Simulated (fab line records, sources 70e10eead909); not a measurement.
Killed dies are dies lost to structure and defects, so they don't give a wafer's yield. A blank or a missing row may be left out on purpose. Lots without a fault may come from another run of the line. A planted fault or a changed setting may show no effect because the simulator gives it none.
fab line records | flow nand_harc
record lots=12 wafers=36 last_day=30
route steps=1302 shown P_ZERO_WELL@26 P_STI@100 END@1302
lots that met no fault: from a run of the same line without faults
start_h: hours from the record's first day to the start of the lot's first wafer shown | wait_h: hours since the lot's step before | " the same as in the row above | L1.1+2: a row that stands for several wafers | - no value, or no start given | * or withheld: withheld | < > ~ a bound
route shown NAME@n: a module of which the file shows steps, and the number in the route of the first | usual: mean/standard deviation of fault-free wafers | same: alike in all rows | chamber/n: place in a boat | sites: the reading at each site | _std_site: their standard deviation | _edge_site: outer sites' mean less inner sites' | radius_mm: how far each site lies from the wafer's centre | mask NAME#n: copy n | behind: the tool/chamber that last shaped the wafer | hold: why the lot was held/for how many hours/how that ended | device: the transistor (n, p or np) that didn't switch | end of line: the same wafers' tests at the end of the route | a step without rows: its recipe alone | killed: dies lost to structure and defects at the first sort, not the wafer's yield | map: a wafer's dies, x killed, . not, _ none there
set.NAME: the setting as run; set.NAME@STEP: as run at that earlier step | model.NAME: the simulator's own value behind a step, which no gauge read
steps of the route over a sample of lots; a table a step, a row a wafer
services: from which hour (start_h, from the record's first day; less than 0 if before it) a tool's chamber was out of use, for how many hours, and why
## steps
# step NHARC_P_ZERO_WELL_EXPOSE_21
# recipe na=0.6 target_cd_nm=720 dose_mj=22.31 mask_id=P_NWELL
# usual focus_offset_nm=0.0/0.56
# columns lot.wafer tool chamber start_h wait_h mask focus_offset_nm
L132.1 krf_scanner-03 0 22.31 - P_NWELL#0 0.2
L132.2 " 0 " " P_NWELL#0 1.5
L132.3 " 0 " " P_NWELL#0 0.0
L133.1 krf_scanner-02 0 32.43 - P_NWELL#0 -0.1
L133.3 " 0 " " P_NWELL#0 0.8
L133.5 " 0 " " P_NWELL#0 1.0
L134.1 krf_scanner-04 0 44.58 - P_NWELL#0 -0.6
L134.4 " 0 " " P_NWELL#0 -0.4
L134.5 " 0 " " P_NWELL#0 -0.5
L135.2 krf_scanner-03 0 52.36 - P_NWELL#0 0.4
L135.4 " 0 " " P_NWELL#0 0.0
L135.6 " 0 " " P_NWELL#0 0.5
L136.1 krf_scanner-02 0 62.46 - P_NWELL#0 0.4
L136.2 " 0 " " P_NWELL#0 -0.4
L136.3 " 0 " " P_NWELL#0 0.2
L138.1 krf_scanner-02 0 82.89 - P_NWELL#0 0.1
L138.2 " 0 " " P_NWELL#0 0.1
L138.6 " 0 " " P_NWELL#0 0.4
L139.1 krf_scanner-02 0 92.55 - P_NWELL#0 0.1
L139.3 " 0 " " P_NWELL#0 -0.5
L139.5 " 0 " " P_NWELL#0 0.0
L141.1 krf_scanner-03 0 112.85 - P_NWELL#0 -1.2
L141.2 " 0 " " P_NWELL#0 -0.3
L141.6 " 0 " " P_NWELL#0 0.4
L142.2 krf_scanner-03 0 122.27 - P_NWELL#0 0.7
L142.3 " 0 " " P_NWELL#0 -0.3
L142.6 " 0 " " P_NWELL#0 0.2
L144.1 krf_scanner-02 0 142.42 - P_NWELL#0 -0.3
L144.2 " 0 " " P_NWELL#0 -0.4
L144.5 " 0 " " P_NWELL#0 0.1
L146.2 krf_scanner-03 0 162.49 - P_PWELL#0 -0.5
L146.4 " 0 " " P_PWELL#0 -0.5
L146.5 " 0 " " P_PWELL#0 -0.9
L147.1 krf_scanner-04 0 172.53 - P_NWELL#0 -0.1
L147.2 " 0 " " P_NWELL#0 -0.2
L147.6 " 0 " " P_NWELL#0 -0.3
# step NHARC_P_ZERO_WELL_CD_MEAS_24
# recipe target_cd_nm=720 landing_energy_ev=500
# usual cd_nm=720.4/1.4
# columns lot.wafer tool chamber start_h wait_h cd_nm
L132.1 cd_sem-02 0 22.47 - 719.3
L132.2 " 0 " " 721.0
L132.3 " 0 " " 720.3
L133.1 cd_sem-01 0 32.58 - 722.4
L133.3 " 0 " " 720.6
L133.5 " 0 " " 722.3
L134.1 cd_sem-01 0 44.73 - 719.4
L134.4 " 0 " " 719.6
L134.5 " 0 " " 719.4
L135.2 cd_sem-03 0 52.51 - 719.5
L135.4 " 0 " " 717.6
L135.6 " 0 " " 718.3
L136.1 cd_sem-01 0 62.63 - 721.8
L136.2 " 0 " " 721.8
L136.3 " 0 " " 722.8
L138.1 cd_sem-01 0 83.05 - 719.8
L138.2 " 0 " " 719.8
L138.6 " 0 " " 719.8
L139.1 cd_sem-01 0 92.71 - 717.8
L139.3 " 0 " " 716.9
L139.5 " 0 " " 717.8
L141.1 cd_sem-03 0 113.01 - 720.9
L141.2 " 0 " " 719.0
L141.6 " 0 " " 720.4
L142.2 cd_sem-03 0 122.43 - 722.2
L142.3 " 0 " " 721.5
L142.6 " 0 " " 720.9
L144.1 cd_sem-02 0 142.58 - 721.9
L144.2 " 0 " " 721.2
L144.5 " 0 " " 721.8
L146.2 cd_sem-03 0 162.65 - -
L146.4 " 0 " " -
L146.5 " 0 " " -
L147.1 cd_sem-03 0 172.68 - 720.0
L147.2 " 0 " " 721.5
L147.6 " 0 " " 721.2
# step NHARC_P_ZERO_WELL_DESCUM_39
# recipe time_s=3 o2_flow_sccm=200 ar_flow_sccm=0 bias_power_w=0 chemistry=O2
# usual drypump_motor_current_A=5.8/0.41 oes_product_au=0.999/0.0072 rf_vpp_V=57.6/0.91 showerhead_plenum_p_Torr=1.87/0.095 throttle_valve_pct=11.311/0.0099
# columns lot.wafer tool chamber start_h wait_h drypump_motor_current_A oes_product_au rf_hours_counter_h rf_vpp_V showerhead_plenum_p_Torr throttle_valve_pct
L132.2 rie_diel-01 3 24.28 - 6.9 0.996 47 56.5 1.80 11.317
L132.3 " 0 " " 5.3 0.989 57 58.2 1.89 11.326
L132.1 " 2 " " 5.8 1.003 50 58.0 2.01 11.303
L133.3 rie_diel-09 1 34.39 - 5.9 1.003 19 59.8 2.03 11.294
L133.1 " 3 " " 5.6 0.992 20 56.7 1.78 11.306
L133.5 " 1 " " 5.8 0.999 - 58.7 2.03 11.310
L134.1 rie_diel-04 1 46.42 - 5.0 1.012 12 58.1 1.81 11.308
L134.4 " 2 " " 5.4 0.998 12 57.2 1.83 11.312
L134.5 " 1 " " 5.0 1.008 - 56.3 1.81 11.301
L135.4 rie_diel-01 3 54.19 - 6.8 1.004 7 58.4 1.80 11.307
L135.2 " 1 " " 5.8 1.005 8 58.3 1.87 11.291
L135.6 " 3 " " 6.8 0.995 - 58.1 1.80 11.308
L136.2 rie_diel-09 2 64.45 - 6.0 1.009 29 58.8 1.83 11.314
L136.3 " 0 " " 5.8 0.999 29 55.3 1.80 11.314
L136.1 " 1 " " 5.9 1.002 29 57.1 2.02 11.301
L138.1 rie_diel-09 3 84.85 - 5.6 0.997 33 57.3 1.78 11.309
L138.2 " 0 " " 5.9 0.998 41 57.2 1.79 11.312
L138.6 " 3 " " 5.6 1.006 - 56.4 1.78 11.295
L139.3 rie_diel-09 3 94.54 - 5.5 1.025 35 59.0 1.78 11.314
L139.1 " 0 " " 5.8 1.004 42 57.7 1.79 11.305
L139.5 " 2 " " 6.0 1.003 - 57.2 1.82 11.317
L141.1 rie_diel-01 3 114.84 - 6.8 1.006 30 57.4 1.79 11.319
L141.2 " 0 " " 5.4 0.991 29 58.7 1.88 11.302
L141.6 " 3 " " 6.8 1.005 - 57.2 1.79 11.311
L142.2 rie_diel-01 1 124.10 - 5.8 0.996 30 56.9 1.86 11.304
L142.3 " 3 " " 6.8 0.996 34 57.9 1.79 11.317
L142.6 " 2 " " 5.9 1.005 - 57.2 2.00 11.321
L144.1 rie_diel-01 2 144.42 - 5.8 1.004 40 58.7 1.99 11.318
L144.2 " 3 " " 6.8 1.003 40 57.5 1.79 11.320
L144.5 " 1 " " 5.8 0.996 - 57.4 1.86 11.307
L146.2 rie_diel-09 1 164.44 - 5.9 1.003 3 58.5 2.02 11.316
L146.4 " 2 " " 6.0 1.000 3 56.5 1.82 11.309
L146.5 " 2 " " 5.9 0.999 - 56.6 1.82 11.307
L147.1 rie_diel-04 3 174.40 - 5.4 1.002 59 58.1 1.90 11.324
L147.2 " 2 " " 5.4 1.001 60 57.9 1.82 11.294
L147.6 " 3 " " 5.4 1.011 - 58.3 1.90 11.315
# step NHARC_P_STI_CMP_21
# recipe t_overpolish_s=20 target_thk_nm=380.67
# usual motor_current_A=12.4/1.1 overpolish_run_s=20.000/0.0098 retaining_ring_pressure_frac=1.000/0.0047
# columns lot.wafer tool chamber start_h wait_h motor_current_A overpolish_run_s retaining_ring_pressure_frac
L132.3 cmp-01 2 69.54 0.4 13.1 20.012 0.995
L132.2 " 3 " " 10.0 20.001 1.003
L132.1 " 1 " " 12.1 19.994 0.997
L133.3 cmp-01 1 75.96 0.4 11.9 20.005 1.000
L133.1 " 3 " " 10.6 19.983 0.995
L133.5 " 2 " " 13.2 19.999 1.005
L134.4 cmp-04 2 88.43 0.4 12.6 19.988 0.998
L134.1 " 1 " " 12.4 19.982 1.002
L134.5 " 3 " " 11.4 19.998 1.000
L135.2 cmp-04 1 92.72 0.4 12.8 19.980 1.003
L135.4 " 3 " " 12.2 19.997 0.997
L135.6 " 0 " " 12.8 19.995 1.005
L136.3 cmp-04 2 103.71 0.4 11.9 20.001 1.001
L136.1 " 3 " " 12.0 19.995 0.994
L136.2 " 1 " " 12.4 20.008 0.995
L138.1 cmp-04 2 122.86 0.4 12.0 20.001 0.993
L138.2 " 3 " " 11.7 20.010 1.006
L138.6 " 3 " " 12.0 20.002 0.998
L139.3 cmp-03 3 133.36 0.4 10.8 20.005 1.003
L139.1 " 1 " " 11.7 20.000 0.999
L139.5 " 3 " " 10.8 19.998 1.005
L141.1 cmp-03 2 157.06 0.4 15.2 19.988 1.000
L141.2 " 0 " " 12.5 19.995 1.003
L141.6 " 1 " " 10.8 20.006 0.997
L142.2 cmp-04 1 164.08 0.4 12.8 20.008 1.004
L142.3 " 2 " " 12.3 19.999 0.996
L142.6 " 2 " " 12.3 20.008 0.997
L144.2 cmp-03 2 181.15 0.4 15.3 19.998 1.002
L144.1 " 3 " " 10.6 19.998 0.997
L144.5 " 3 " " 11.3 19.992 0.998
L147.2 cmp-04 2 214.35 0.4 12.2 20.002 0.999
L147.1 " 3 " " 11.7 19.999 1.001
L147.6 " 1 " " 12.7 20.007 1.004
# step NHARC_P_STI_INSPECT_25
# usual raw_defect_count=225/83
# columns lot.wafer tool chamber start_h wait_h raw_defect_count
L132.1 defect_inspect-02 - 80.39 0.4 178
L132.2 " - " " 168
L132.3 " - " " 173
L133.1 defect_inspect-02 - 83.92 0.4 185
L133.3 " - " " 156
L133.5 " - " " 287
L134.1 defect_inspect-02 - 97.46 0.4 290
L134.4 " - " " 205
L134.5 " - " " 133
L135.2 defect_inspect-01 - 101.15 0.4 119
L135.4 " - " " 294
L135.6 " - " " 126
L136.1 defect_inspect-01 - 111.91 0.4 77
L136.2 " - " " 98
L136.3 " - " " 226
L138.1 defect_inspect-02 - 135.38 0.4 139
L138.2 " - " " 166
L138.6 " - " " 92
L139.1 defect_inspect-01 - 144.57 0.4 138
L139.3 " - " " 166
L139.5 " - " " 114
L141.1 defect_inspect-01 - 165.28 0.4 185
L141.2 " - " " 153
L141.6 " - " " 395
L142.2 defect_inspect-02 - 173.03 0.4 205
L142.3 " - " " 177
L142.6 " - " " 228
L144.1 defect_inspect-01 - 188.91 0.4 357
L144.2 " - " " 324
L144.5 " - " " 353
L147.1 defect_inspect-01 - 223.00 0.4 229
L147.2 " - " " 288
L147.6 " - " " 165
# step NHARC_END_SORT_01
# recipe temp_c=25
# usual killed_at_array=61/23 killed_at_other=1.3/1.4 killed_at_periphery=4.0/2.6 killed_dies=66/22 killed_open=3.4/1.8 killed_short=2.3/1.4
# same gross_dies=677
# columns lot.wafer tool chamber start_h wait_h killed_at_array killed_at_other killed_at_periphery killed_dies killed_open killed_short
L146.2 prober-01 0 723.46 2.8 64 0 613 677 2 1
L146.4 prober-01 0 725.06 3.4 72 1 604 677 6 2
L146.5 prober-01 0 725.86 3.7 82 0 595 677 6 5
# killed by level:class
L146.2 P_ZERO_WELL:area_expose=611 A_CHANNEL_HOLE_D1:chamber_film_flake=31 A_CHANNEL_HOLE_D2:chamber_film_flake=24 A_SLIT:chamber_film_flake=3 A_STAIRCASE:chamber_film_flake=3 A_CONTACT:chamber_film_flake=2 P_CONTACT:geometric_particle:open=1 P_M2:geometric_particle:short=1
L146.4 P_ZERO_WELL:area_expose=600 A_CHANNEL_HOLE_D1:chamber_film_flake=31 A_CHANNEL_HOLE_D2:chamber_film_flake=20 A_SLIT:chamber_film_flake=6 A_STAIRCASE:chamber_film_flake=5 A_CONTACT:chamber_film_flake=3 A_ONON_D1:geometric_particle:open=2 P_STI:geometric_particle:short=1
L146.5 P_ZERO_WELL:area_expose=591 A_CHANNEL_HOLE_D1:chamber_film_flake=38 A_CHANNEL_HOLE_D2:chamber_film_flake=27 A_DECK1_JOINT:geometric_particle:open=3 A_SLIT:chamber_film_flake=3 A_ONON_D2:geometric_particle:short=2 P_M2:chamber_film_flake=2 A_CONTACT:chamber_film_flake=2
## services
# columns tool chamber start_h hours kind
rie_diel-01 - 1.18 1.2 repair
rie_diel-09 - 2.12 3.3 repair
cmp-04 - 13.10 4.0 pm
cmp-04 - 25.13 0.3 repair
rie_diel-01 - 26.93 9.0 pm
cmp-03 - 29.89 0.5 repair
cmp-03 - 32.70 0.8 repair
rie_diel-09 3 50.84 15.4 repair
krf_scanner-03 - 52.52 4.0 pm
krf_scanner-02 - 69.79 1.1 repair
rie_diel-09 1 72.86 4.9 repair
rie_diel-09 0 91.74 2.6 repair
krf_scanner-02 - 94.00 4.0 pm
cmp-04 - 111.10 4.0 pm
rie_diel-09 3 124.91 8.3 repair
rie_diel-09 - 143.12 9.0 pm
cmp-04 - 159.79 0.7 repair
krf_scanner-02 - 171.52 0.9 repair
rie_diel-01 - 186.97 0.3 repair
cmp-04 - 193.68 1.7 repair
rie_diel-01 - 203.93 9.0 pm
cmp-04 - 206.58 2.5 repair
cmp-04 - 209.10 4.0 pm
rie_diel-01 3 214.27 5.0 repair
## key
first_sign step=NHARC_P_ZERO_WELL_EXPOSE_21 reading=mask direction=changed
effect step=NHARC_P_ZERO_WELL_CD_MEAS_24 reading=cd_nm direction=missing
effect step=NHARC_END_SORT_01 reading=killed_at_periphery direction=up sigmas=99+ usual=4.0 struck=604
more_kills_born_at NHARC_P_ZERO_WELL_EXPOSE_21@krf_scanner-03=1802
met_at NHARC_P_ZERO_WELL_EXPOSE_21
struck_lots L146
later_rows_left_out L146.2,L146.4,L146.5
tester_left_out L146
not_acting_at NHARC_P_ZERO_WELL_DESCUM_39,NHARC_P_STI_CMP_21,NHARC_P_STI_INSPECT_25
onset_between 122.27 162.49
fault kind=wrong_mask tool=any chamber=- onset_h=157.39 steps=NHARC_P_ZERO_WELL_EXPOSE_21 aux_copy=P_PWELL#0 scope=struck_lots_only
# tester_left_out: of these lots the tester's yield and bins aren't shown, on N5 and GAA mostly nor the transistor test; their killed dies are dies lost to structure and defects alone, not to doping, threshold or leakage, so they don't give the yield
# later_rows_left_out: the simulator's readings of these wafers behind a module that went badly wrong aren't trusted and aren't shown, but for the sort
